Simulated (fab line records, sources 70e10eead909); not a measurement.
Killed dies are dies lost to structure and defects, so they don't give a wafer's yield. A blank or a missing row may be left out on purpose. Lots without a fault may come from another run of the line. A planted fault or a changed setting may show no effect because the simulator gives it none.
Which tool did it? | flow nand_harc | 7 lots, 21 wafers sampled, at 2 steps of a route of 1159

WHAT THE GAUGES READ, wafer by wafer
NHARC_A_ONON_D1_THK_MEAS_27: measures by ellipsometry.
lot  | measured     | on            | thk_nm (nm)
L137 | day 8 11:19  | film_metro-02 | 1001 1000 999
L139 | day 8 11:19  | film_metro-01 | 1006 1006 1007
L141 | day 9 05:21  | film_metro-02 | 996 999 996
L144 | day 10 05:16 | film_metro-01 | 1003 1003 1004
L154 | day 12 06:04 | film_metro-01 | 662 661 661
L155 | day 12 22:56 | film_metro-01 | 991 991 991
L158 | day 13 09:17 | film_metro-01 | 998 997 995

WHICH TOOL RAN EACH LOT (tool, then ch and the chambers of the sampled wafers, then the start)
lot  | NHARC_A_ONON_D1_DEP_25
L137 | pecvd_onon-01 ch 0, day 8 10:52
L139 | pecvd_onon-03 ch 0, day 8 10:56
L141 | pecvd_onon-04 ch 0, day 9 04:53
L144 | pecvd_onon-04 ch 0, day 10 04:45
L154 | pecvd_onon-01 ch 0, day 12 05:33
L155 | pecvd_onon-03 ch 0, day 12 22:26
L158 | pecvd_onon-03 ch 0, day 13 08:50
- NHARC_A_ONON_D1_DEP_25: target thk 1000 nm.

THE ANSWER, worked out from the rows above alone
Rule: what is usual is taken from the lots themselves. Put in order of their means at a reading, lots are off if they are a third of the lots or fewer, leave a main group of 4 or more, and stand apart from it by a gap of 3 or more times the standard deviation of the main group's means; of several such gaps the widest counts. A main group whose means are all the same, to the digits that the tables above print for the reading, isn't used. A lot without any number at a reading at which 4 lots or more have one is off too. The other lots that the step has rows for count as sound.
Off: L154, at NHARC_A_ONON_D1_THK_MEAS_27 (thk_nm). The main group: mean 999 nm, standard deviation 4.9.
A tool fits if, at a process step before that reading, it ran every lot that is off, and no sound lot after the first of them. The gauges at NHARC_A_ONON_D1_THK_MEAS_27 are tried like those tools. One fits: pecvd_onon-01 at NHARC_A_ONON_D1_DEP_25. Its last sound lot is L137 (day 8 10:52), its first lot that is off L154 (day 12 05:33): a fault that began between those two fits.

WHAT THE SIMULATOR HAD PUT IN
Process parameter drift: pecvd_onon-01, from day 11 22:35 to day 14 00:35, at NHARC_A_ONON_D1_DEP_25. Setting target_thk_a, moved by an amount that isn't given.
Lots struck among those shown: L154. The rule above found the same.
